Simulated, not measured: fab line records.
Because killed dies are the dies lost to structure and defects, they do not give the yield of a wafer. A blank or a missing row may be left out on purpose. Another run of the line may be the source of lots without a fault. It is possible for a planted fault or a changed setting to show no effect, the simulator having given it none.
fab line records	flow n5_finfet
[record] lots = 7	wafers = 39
route steps=1938 shown WELL_APT@48 DUMMY_GATE@220 SPACER0@258 SD_EPI_P@321 SD_ACTIVATION@330 HKMG_FIN@435 MOL_CONTACT_COAG@616
start_h: start of the lot's first displayed wafer, in hours after the record's first day	wait_h: how many hours have passed since the lot's step before this one	" the same as in the row above	L1.1+2: a row that stands for several wafers	- value missing, or start not given	* or withheld: withheld	< > ~ a bound
route shown NAME@n: a module of which the file shows steps, and the number in the route of the first	usual: mean and standard deviation over wafers with no fault	same: alike in all rows	chamber/n: place in a boat	sites: per-site readings	_std_site: the values' standard deviation	_edge_site: outer sites' mean less inner sites'	radius_mm: how far each site lies from the wafer's centre	mask NAME#n: copy n	behind: the last tool/chamber to shape the wafer	hold: the reason the lot was held/the length of the hold in hours/how it ended	device: whichever transistor did not switch (one of n, p or np)	end of line: the route-end tests of the same wafers	step lacking rows: just its recipe	killed: the dies lost at the first sort to structure and to defects; this is not the yield of the wafer	map: per-die view of a wafer (x killed, . not killed, _ where there is no die)
set.NAME: setting as actually run; set.NAME@STEP: the setting as run at that earlier step	model.NAME: the simulator's own value behind a step, which no gauge read
one table per step and one row per wafer, for lots whose settings were changed on purpose
[[steps]]
[step N5_WELL_APT_IMPLANT_32]
[recipe] species = BF2	energy_kev = 50	dose_cm2 = 2e+13	tilt_deg = 0	rotation_deg = 0
lot.wafer	tool	chamber	start_h	wait_h	set.energy_kev	model.implant.rp_nm	model.implant.drp_nm
L074.1+3+4	implanter-01	0	15.40	0.1	50	37.32	18.55
L074.2+5+6	"	0	"	"	44.17	33.07	17
L077.1+4+5	implanter-02	0	33.77	0.1	50	37.51	18.55
L077.2+3+6	"	0	"	"	56.38	42.25	20.25
L080.1+2+4	implanter-02	0	51.36	0.1	57.07	42.35	20.44
L080.3+5+6	"	0	"	"	50	37.15	18.55
L082.1+2+3	implanter-01	0	63.38	0.1	50	35.39	18.55
L082.4+5+6	"	0	"	"	47.21	33.44	17.81
L089.1+3+6	implanter-02	0	105.31	0.1	46.57	34.62	17.64
L089.2+4+5	"	0	"	"	50	37.14	18.55
L090.4+5+6	implanter-01	0	111.57	0.1	50	37.15	18.55
L094.1+2+3+4+5+6	implanter-01	0	135.33	0.1	50	38.01	18.55
[step N5_WELL_APT_EPI_41]
[recipe] material = Si	target_thk_a = 500	temp_c = 650	precursor = SiH4/H2	pressure_torr = 20	time_s = 297.7
lot.wafer	tool	chamber	start_h	wait_h	set.time_s	model.Si_of_WELL_APT_EPI_41.thk_nm
L074.1	epi_rpcvd-04	0	16.36	0.0	309.9	52.61
L074.2	"	0	"	"	297.7	50.38
L074.3	"	0	"	"	297.7	50.37
L074.4	"	0	"	"	309.9	52.57
L074.5	"	0	"	"	297.7	50.27
L074.6	"	0	"	"	309.9	52.27
L077.1	epi_rpcvd-04	0	34.53	0.0	297.7	50.05
L077.2	"	0	"	"	297.7	49.59
L077.3	"	0	"	"	297.7	49.77
L077.4	"	0	"	"	297.7	49.74
L077.5	"	0	"	"	297.7	49.54
L077.6	"	0	"	"	297.7	48.97
L080.1	epi_rpcvd-03	0	52.08	0.0	285.4	48.16
L080.2	"	0	"	"	297.7	50.33
L080.3	"	0	"	"	285.4	47.74
L080.4	"	0	"	"	297.7	50.14
L080.5	"	0	"	"	297.7	50.05
L080.6	"	0	"	"	285.4	48.68
L082.1	epi_rpcvd-04	0	64.26	0.0	277.5	46.98
L082.2	"	0	"	"	277.5	47.36
L082.3	"	0	"	"	297.7	50.8
L082.4	"	0	"	"	297.7	50.17
L082.5	"	0	"	"	297.7	50.39
L082.6	"	0	"	"	277.5	47.51
L089.1	epi_rpcvd-04	0	106.16	0.0	297.7	48.77
L089.2	"	0	"	"	297.7	49.12
L089.3	"	0	"	"	297.7	48.65
L089.4	"	0	"	"	297.7	48.14
L089.5	"	0	"	"	297.7	49.04
L089.6	"	0	"	"	297.7	48.22
L090.4	epi_rpcvd-04	0	112.52	0.3	297.7	48.12
L090.5	"	0	"	"	297.7	49.28
L090.6	"	0	"	"	297.7	49.11
L094.1	epi_rpcvd-04	0	136.16	0.0	313.9	52.12
L094.2	"	0	"	"	297.7	49.49
L094.3	"	0	"	"	297.7	49.93
L094.4	"	0	"	"	313.9	51.65
L094.5	"	0	"	"	297.7	49.44
L094.6	"	0	"	"	313.9	52.13
[step N5_DUMMY_GATE_HM_DEP_06]
[recipe] material = SiNx	target_thk_a = 800	precursor = DCS/NH3	temp_c = 700	pressure_mtorr = 300	time_s = 5141
lot.wafer	tool	chamber	start_h	wait_h	set.time_s	model.SiNx_of_DUMMY_GATE_HM_DEP_06.thk_nm
L074.1+3	-	-	-	0.0	4638	72.8
L074.2	"	-	"	"	4638	73.4
L074.4+6	"	-	"	"	4638	72.4
L074.5	"	-	"	"	4638	73.2
L077.1+6	-	-	-	0.0	5569	87.6
L077.2	"	-	"	"	5569	87.2
L077.3+4+5	"	-	"	"	5569	87.4
L080.1+4	-	-	-	0.0	5759	90.4
L080.2	"	-	"	"	5759	90.8
L080.3	"	-	"	"	5759	90
L080.5+6	"	-	"	"	5759	90.2
L082.1+3+4	-	-	-	0.0	4604	71
L082.2	"	-	"	"	4604	71.2
L082.5	"	-	"	"	4604	70.4
L082.6	"	-	"	"	4604	71.4
L089.1	-	-	-	0.0	5416	84.8
L089.2	"	-	"	"	5416	84.6
L089.3	"	-	"	"	5416	85
L089.4+6	"	-	"	"	5416	85.2
L089.5	"	-	"	"	5416	85.4
L090.4	lpcvd-01	0/54	137.92	0.0	5141	81
L090.5	"	0/59	"	"	5141	80.8
L090.6	"	0/64	"	"	5141	80.4
L094.1+4	-	-	-	0.0	5141	80
L094.2	"	-	"	"	5141	80.2
L094.3+5+6	"	-	"	"	5141	79.8
[step N5_DUMMY_GATE_ETCH_37]
[recipe] chemistry = N2/H2	target = SOC	target_depth_a = 600	overetch_a = 300	temp_c = 40	ion_energy_ev = 200	pressure_mtorr = 30	source_w = 840	bias_w = 150	n2_flow_sccm = 200	h2_flow_sccm = 200
[usual] rf_vpp_V = 524.3/1.8
lot.wafer	tool	chamber	start_h	wait_h	set.source_w	rf_vpp_V
L074.1	rie_diel-03	3	50.43	0.0	840	526.5
L074.2	"	2	"	"	840	526.7
L074.3	"	1	"	"	840	524.3
L074.4	"	0	"	"	840	522.9
L074.5	"	2	"	"	840	525.1
L074.6	"	1	"	"	840	524.6
L077.1	rie_diel-03	3	66.19	0.0	840	525.5
L077.2	"	0	"	"	840	523.7
L077.3	"	1	"	"	840	526.5
L077.4	"	2	"	"	840	526.0
L077.5	"	2	"	"	840	527.1
L077.6	"	1	"	"	840	525.7
L080.1	rie_diel-06	1	86.53	0.0	840	519.8
L080.2	"	0	"	"	716.2	553.5
L080.3	"	2	"	"	840	525.4
L080.4	"	3	"	"	716.2	551.8
L080.5	"	2	"	"	840	525.9
L080.6	"	1	"	"	716.2	549.0
L082.1	rie_diel-05	2	94.27	0.0	709.3	552.5
L082.2	"	0	"	"	840	523.3
L082.3	"	3	"	"	709.3	554.6
L082.4	"	1	"	"	709.3	553.5
L082.5	"	1	"	"	840	522.3
L082.6	"	2	"	"	840	523.6
L089.1	rie_diel-03	1	135.79	0.0	840	525.3
L089.2	"	3	"	"	840	523.4
L089.3	"	2	"	"	840	526.1
L089.4	"	1	"	"	840	525.1
L089.5	"	2	"	"	840	527.3
L089.6	"	3	"	"	840	523.5
L090.4	rie_diel-03	3	142.59	0.0	840	523.7
L090.5	"	1	"	"	840	526.1
L090.6	"	2	"	"	840	526.7
L094.1	rie_diel-05	2	169.20	0.0	840	524.5
L094.2	"	1	"	"	937.8	503.0
L094.3	"	0	"	"	937.8	503.5
L094.4	"	3	"	"	840	525.2
L094.5	"	3	"	"	840	524.4
L094.6	"	0	"	"	937.8	505.8
[step N5_SPACER0_ALD_07]
[recipe] material = SiNx	target_thk_a = 20	temp_c = 400	ald_precursor_family = SiH2I2	ald_co_reactant = N2/H2-plasma	pressure_torr = 2
lot.wafer	tool	chamber	start_h	wait_h	set.target_thk_a	model.SiNx_of_SPACER0_ALD_07.thk_nm
L074.1+2+3+4+5+6	ald_sin-03	3,1,2,0,0,3	51.49	0.0	20	2
L077.1+3+4	ald_sin-04	1,2,3	67.51	0.1	21.42	2.2
L077.2+5+6	"	0,2,3	"	"	20	2
L080.1+4+6	ald_sin-01	0,3,3	87.67	0.0	20	2
L080.2+3+5	"	2,1,2	"	"	17.58	1.8
L082.1+2+4	ald_sin-01	0,3,1	95.39	0.0	20	2
L082.3	"	2	"	"	21.02	2
L082.5+6	"	2,3	"	"	21.02	2.2
L089.1+2+6	ald_sin-04	3,2,1	136.83	0.0	20	2
L089.3+4+5	"	1,0,0	"	"	22.35	2.2
L090.4+5+6	ald_sin-04	2,3,2	144.35	0.4	20	2
L094.1+2+5	ald_sin-04	0,1,1	170.25	0.0	20	2
L094.3+4	"	2,3	"	"	16.85	1.6
L094.6	"	0	"	"	16.85	1.8
[step N5_SD_EPI_P_EPI_21]
[recipe] material = SiGe:B	dopant = B	temp_c = 550	pressure_torr = 20	ambient = H2	time_s = 355
lot.wafer	tool	chamber	start_h	wait_h	set.time_s	model.SiGe-B_of_SD_EPI_P_EPI_21.thk_nm
L074.1+3	epi_rpcvd-01	0	58.32	0.1	355	61
L074.2+5	"	0	"	"	355	60.6
L074.4	"	0	"	"	355	61.2
L074.6	"	0	"	"	355	61.4
L077.1+6	epi_rpcvd-02	0	74.96	0.1	355	61.4
L077.2	"	0	"	"	301.5	55.4
L077.3+5	"	0	"	"	301.5	56.2
L077.4	"	0	"	"	355	62
L080.1+2+5	epi_rpcvd-01	0	94.41	0.1	355	61.4
L080.3	"	0	"	"	355	60.8
L080.4	"	0	"	"	355	62
L080.6	"	0	"	"	355	62.2
L082.1	epi_rpcvd-01	0	102.18	0.1	355	62.2
L082.2	"	0	"	"	294.8	55.2
L082.3	"	0	"	"	355	62.4
L082.4	"	0	"	"	294.8	55
L082.5	"	0	"	"	294.8	54.8
L082.6	"	0	"	"	355	62
L089.1+2+3	epi_rpcvd-03	0	145.89	0.1	355	61.2
L089.4	"	0	146.97	1.1	392.3	67.2
L089.5	"	0	"	"	392.3	66.2
L089.6	"	0	"	"	392.3	65.4
L090.4	epi_rpcvd-03	0	152.83	1.1	355	61
L090.5	"	0	"	"	355	61.6
L090.6	"	0	"	"	355	61.2
L094.1	epi_rpcvd-02	0	177.08	0.2	418	67.8
L094.2	"	0	"	"	355	62
L094.3	"	0	"	"	418	68.2
L094.4	"	0	"	"	355	61.8
L094.5	"	0	"	"	418	69
L094.6	"	0	"	"	355	61.4
[step N5_SD_EPI_P_EPI_MEAS_23]
[recipe] mode = xrd
[usual] thk_nm = 61.1/1.2
lot.wafer	tool	chamber	start_h	wait_h	set.time_s@SD_EPI_P_EPI_21	thk_nm
L074.1	film_metro-02	-	60.51	1.8	355	59.0
L074.2	"	-	"	"	355	60.0
L074.3	"	-	"	"	355	61.4
L074.4	"	-	"	"	355	61.1
L074.5	"	-	"	"	355	59.2
L074.6	"	-	"	"	355	62.8
L077.1	film_metro-01	-	77.17	1.9	355	61.0
L077.2	"	-	"	"	301.5	56.2
L077.3	"	-	"	"	301.5	55.1
L077.4	"	-	"	"	355	61.2
L077.5	"	-	"	"	301.5	55.5
L077.6	"	-	"	"	355	62.8
L080.1	film_metro-01	-	96.60	1.8	355	61.7
L080.2	"	-	"	"	355	61.3
L080.3	"	-	"	"	355	60.0
L080.4	"	-	"	"	355	60.6
L080.5	"	-	"	"	355	62.5
L080.6	"	-	"	"	355	62.8
L082.1	film_metro-01	-	104.38	1.8	355	62.6
L082.2	"	-	"	"	294.8	53.6
L082.3	"	-	"	"	355	64.4
L082.4	"	-	"	"	294.8	53.6
L082.5	"	-	"	"	294.8	52.1
L082.6	"	-	"	"	355	61.4
L089.1	film_metro-02	-	148.09	1.8	355	60.2
L089.2	"	-	"	"	355	63.4
L089.3	"	-	"	"	355	60.7
L089.4	"	-	"	"	392.3	64.0
L089.5	"	-	"	"	392.3	66.1
L089.6	"	-	"	"	392.3	65.8
L090.4	film_metro-02	-	153.96	0.8	355	61.5
L090.5	"	-	"	"	355	61.7
L090.6	"	-	"	"	355	60.5
L094.1	film_metro-01	-	179.99	2.4	418	67.9
L094.2	"	-	"	"	355	62.2
L094.3	"	-	"	"	418	66.8
L094.4	"	-	"	"	355	61.9
L094.5	"	-	"	"	418	68.6
L094.6	"	-	"	"	355	61.7
[step N5_SD_EPI_P_HM_STRIP_48]
[recipe] chemistry = H3PO4	temp_c = 160	material = SiNx	target = SiNx	target_depth_a = 30	overetch_fraction = 0.3
[step N5_SD_EPI_P_SRD_49]
[recipe] dry = ipa_marangoni	time_s = 30	temp_c = 23	rinse_liquid = diw
[step N5_SD_ACTIVATION_RTA_00]
[recipe] temp_c = 975	time_s = 0	ambient = N2	idle_temp_c = 600	ramp_up_c_per_s = 150	ramp_down_c_per_s = 60	cool_to_c = 600
[step N5_SD_ACTIVATION_LSA_01]
[recipe] temp_c = 1080	time_s = 0.0008	ambient = N2
[step N5_SD_ACTIVATION_RS_MEAS_03]
[recipe] thk_meas_gauge = four-point-probe
[usual] RS_SD_N = 21.92/0.3	RS_SD_P = 55.7/0.96
lot.wafer	tool	chamber	start_h	wait_h	set.time_s@SD_EPI_P_EPI_21	RS_SD_N[ohm/sq]	RS_SD_P[ohm/sq]
L074.1	film_metro-02	-	61.13	0.2	355	21.48	55.0
L074.2	"	-	"	"	355	21.90	55.7
L074.3	"	-	"	"	355	22.04	54.9
L074.4	"	-	"	"	355	21.82	54.7
L074.5	"	-	"	"	355	21.99	54.9
L074.6	"	-	"	"	355	21.81	54.7
L077.1	film_metro-02	-	77.94	0.2	355	22.21	55.4
L077.2	"	-	"	"	301.5	22.28	61.8
L077.3	"	-	"	"	301.5	21.75	60.2
L077.4	"	-	"	"	355	22.02	55.4
L077.5	"	-	"	"	301.5	22.38	61.5
L077.6	"	-	"	"	355	22.56	55.4
L080.1	film_metro-01	-	98.01	0.2	355	21.75	55.5
L080.2	"	-	"	"	355	21.71	55.9
L080.3	"	-	"	"	355	21.74	56.2
L080.4	"	-	"	"	355	21.56	54.9
L080.5	"	-	"	"	355	21.62	55.2
L080.6	"	-	"	"	355	21.50	54.7
L082.1	film_metro-01	-	105.05	0.2	355	22.16	55.2
L082.2	"	-	"	"	294.8	22.30	62.4
L082.3	"	-	"	"	355	22.07	55.2
L082.4	"	-	"	"	294.8	22.11	62.6
L082.5	"	-	"	"	294.8	22.20	62.2
L082.6	"	-	"	"	355	22.21	55.6
L089.1	film_metro-02	-	148.93	0.2	355	21.24	56.1
L089.2	"	-	"	"	355	21.56	56.1
L089.3	"	-	"	"	355	21.51	56.2
L089.4	"	-	"	"	392.3	21.65	51.3
L089.5	"	-	"	"	392.3	21.85	51.5
L089.6	"	-	"	"	392.3	21.64	52.4
L090.4	film_metro-02	-	154.64	0.1	355	21.81	55.6
L090.5	"	-	"	"	355	21.32	55.5
L090.6	"	-	"	"	355	21.91	55.3
L094.1	film_metro-02	-	180.60	0.2	418	21.54	50.0
L094.2	"	-	"	"	355	21.38	55.0
L094.3	"	-	"	"	418	21.77	50.0
L094.4	"	-	"	"	355	21.54	55.5
L094.5	"	-	"	"	418	21.87	49.8
L094.6	"	-	"	"	355	21.93	55.9
[step N5_HKMG_FIN_ETCH_32]
[recipe] chemistry = N2/H2	target = SOC	target_depth_a = 2400	temp_c = 40	time_s = 300	ion_energy_ev = 200	mask_material = SiARC	pressure_mtorr = 30	source_w = 840	bias_w = 150	n2_flow_sccm = 200	h2_flow_sccm = 200
[usual] rf_vpp_V = 525.0/1.9
lot.wafer	tool	chamber	start_h	wait_h	set.source_w	rf_vpp_V	model.etch.depth_nm	model.HKMG_FIN.feature_depth_nm	model.SiARC_of_HKMG_FIN_COAT_30.thk_nm
L074.1	rie_diel-01	0	77.71	0.0	973.7	502.6	276.7	276.6	19.4
L074.2	"	2	"	"	840	528.9	244.9	245	20.8
L074.3	"	3	"	"	973.7	497.8	276.5	276.6	19.8
L074.4	"	1	"	"	840	525.1	241.4	241.4	21.2
L074.5	"	0	"	"	840	529.6	245.4	245.4	20.4
L074.6	"	3	"	"	973.7	498.4	274.5	274.4	20
L077.1	rie_diel-02	2	94.61	0.0	715.7	552.2	207.4	207.4	22.4
L077.2	"	3	"	"	840	526.2	234.8	234.8	21.6
L077.3	"	0	"	"	840	526.7	241.2	241.2	21.2
L077.4	"	1	"	"	840	525.7	240.6	240.6	21.2
L077.5	"	3	"	"	715.7	556.1	205.5	205.6	22.8
L077.6	"	2	"	"	715.7	552.3	208.8	208.8	22.2
L080.1	rie_diel-02	2	117.57	0.0	840	524.9	235.7	235.8	21.2
L080.2	"	1	"	"	680.9	562.1	202.2	202.2	22.8
L080.3	"	3	"	"	680.9	567.8	196.8	196.8	23
L080.4	"	2	"	"	840	523.4	237.8	237.8	21
L080.5	"	3	"	"	840	527.4	235.1	235.2	21.6
L080.6	"	1	"	"	680.9	562.5	202	202	22.8
L082.1	rie_diel-02	0	121.69	0.0	955.8	504.2	272.4	272.4	20
L082.2	"	3	"	"	840	526.2	238.2	238.2	21.2
L082.3	"	1	"	"	840	525.7	241.6	241.6	21.2
L082.4	"	2	"	"	955.8	502.0	266.1	266.2	20
L082.5	"	2	"	"	955.8	503.3	264.8	264.8	20
L082.6	"	1	"	"	840	524.9	241	241	21.2
L089.1	rie_diel-02	1	165.81	0.0	735.7	548.4	214.1	214	22.2
L089.2	"	2	"	"	840	521.8	239	239	21
L089.3	"	0	"	"	840	525.0	242.9	242.8	21
L089.4	"	3	"	"	840	526.6	235.1	235	21.4
L089.5	"	3	"	"	735.7	550.9	210.6	210.6	22.4
L089.6	"	2	"	"	735.7	546.1	213.1	213.2	22
L090.4	rie_diel-04	1	172.97	0.0	840	522.0	240.7	240.6	21.4
L090.5	"	0	"	"	840	524.4	233.1	233.2	21.8
L090.6	"	3	"	"	840	525.5	243.6	243.6	21.2
L094.1	rie_diel-02	0	197.14	0.0	840	522.9	242.5	242.6	21
L094.2	"	2	"	"	840	522.4	236.5	236.6	21
L094.3	"	1	"	"	840	524.5	237.9	237.8	21.2
L094.4	"	0	"	"	840	525.2	241.8	241.8	21
L094.5	"	1	"	"	840	525.7	238.6	238.6	21.2
L094.6	"	2	"	"	840	522.5	237.1	237	21
[step N5_MOL_CONTACT_COAG_ETCH_124]
[recipe] chemistry = CH3F/O2	target = SiNx	target_depth_a = 65	mask_material = SOC	stop_on = SiOC	over_etch_frac = 0.3	ion_energy_ev = 120	pressure_mtorr = 30	source_w = 395	bias_w = 73	Ar_flow_sccm = 150	CH3F_flow_sccm = 30	O2_flow_sccm = 20	ends = end_point
[usual] rf_vpp_V = 297/4.2
lot.wafer	tool	chamber	start_h	wait_h	set.source_w	rf_vpp_V
L074.1	rie_diel-01	3	101.90	0.0	337.9	317
L074.2	"	1	"	"	337.9	321
L074.3	"	2	"	"	337.9	325
L074.4	"	0	"	"	395	305
L074.5	"	1	"	"	395	299
L074.6	"	0	"	"	395	308
L077.1	rie_diel-04	3	123.03	0.0	395	296
L077.2	"	2	"	"	439.4	278
L077.3	"	1	"	"	395	293
L077.4	"	0	"	"	439.4	281
L077.5	"	2	"	"	395	291
L077.6	"	3	"	"	439.4	282
L080.1	rie_diel-02	3	144.52	0.0	341.9	319
L080.2	"	0	"	"	395	298
L080.3	"	2	"	"	395	303
L080.4	"	2	"	"	395	303
L080.5	"	0	"	"	341.9	319
L080.6	"	3	"	"	341.9	319
L082.1	rie_diel-02	2	146.38	0.0	395	304
L082.2	"	3	"	"	395	298
L082.3	"	0	"	"	416.1	291
L082.4	"	2	"	"	416.1	297
L082.5	"	3	"	"	416.1	292
L082.6	"	0	"	"	395	297
L089.1	rie_diel-04	0	190.65	0.0	339.1	316
L089.2	"	3	"	"	395	296
L089.3	"	2	"	"	339.1	314
L089.4	"	1	"	"	395	289
L089.5	"	1	"	"	339.1	313
L089.6	"	0	"	"	395	295
L090.4	rie_diel-04	0	197.41	0.0	395	294
L090.5	"	3	"	"	395	296
L090.6	"	0	"	"	395	295
L094.1	rie_diel-04	3	222.09	0.0	452.7	277
L094.2	"	1	"	"	452.7	273
L094.3	"	2	"	"	452.7	273
L094.4	"	3	"	"	395	295
L094.5	"	2	"	"	395	293
L094.6	"	1	"	"	395	293
[[key]]
[split] step = N5_WELL_APT_IMPLANT_32	setting = energy_kev	stated = 50	by = wafer
[response] step = N5_WELL_APT_IMPLANT_32	reading = model.implant.rp_nm	change = +0.367	per = 1%	r = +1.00
[response] step = N5_WELL_APT_IMPLANT_32	reading = model.implant.drp_nm	change = +0.133	per = 1%	r = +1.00
[split] step = N5_WELL_APT_EPI_41	setting = time_s	stated = 297.7	by = wafer
[response] step = N5_WELL_APT_EPI_41	reading = model.Si_of_WELL_APT_EPI_41.thk_nm	change = +0.468	per = 1%	r = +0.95
[split] step = N5_DUMMY_GATE_HM_DEP_06	setting = time_s	stated = 5141	by = lot
[response] step = N5_DUMMY_GATE_HM_DEP_06	reading = model.SiNx_of_DUMMY_GATE_HM_DEP_06.thk_nm	change = +0.839	per = 1%	r = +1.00
[split] step = N5_DUMMY_GATE_ETCH_37	setting = source_w	stated = 840	by = wafer
[response] step = N5_DUMMY_GATE_ETCH_37	reading = rf_vpp_V	change = -1.89	per = 1%	r = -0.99
[split] step = N5_SPACER0_ALD_07	setting = target_thk_a	stated = 20	by = wafer
[response] step = N5_SPACER0_ALD_07	reading = model.SiNx_of_SPACER0_ALD_07.thk_nm	change = +0.0199	per = 1%	r = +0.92
[split] step = N5_SD_EPI_P_EPI_21	setting = time_s	stated = 355	by = wafer
[response] step = N5_SD_EPI_P_EPI_21	reading = model.SiGe-B_of_SD_EPI_P_EPI_21.thk_nm	change = +0.402	per = 1%	r = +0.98
[response] step = N5_SD_EPI_P_EPI_MEAS_23	reading = thk_nm	change = *	per = 1%	r = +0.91
[response] step = N5_SD_ACTIVATION_RS_MEAS_03	reading = RS_SD_P	change = -0.373	per = 1%	r = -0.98
[split] step = N5_HKMG_FIN_ETCH_32	setting = source_w	stated = 840	by = wafer
[response] step = N5_HKMG_FIN_ETCH_32	reading = rf_vpp_V	change = -1.87	per = 1%	r = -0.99
[response] step = N5_HKMG_FIN_ETCH_32	reading = model.etch.depth_nm	change = +2.01	per = 1%	r = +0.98
[response] step = N5_HKMG_FIN_ETCH_32	reading = model.HKMG_FIN.feature_depth_nm	change = +2.01	per = 1%	r = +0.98
[response] step = N5_HKMG_FIN_ETCH_32	reading = model.SiARC_of_HKMG_FIN_COAT_30.thk_nm	change = -0.0798	per = 1%	r = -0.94
[split] step = N5_MOL_CONTACT_COAG_ETCH_124	setting = source_w	stated = 395	by = wafer
[response] step = N5_MOL_CONTACT_COAG_ETCH_124	reading = rf_vpp_V	change = -1.29	per = 1%	r = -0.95
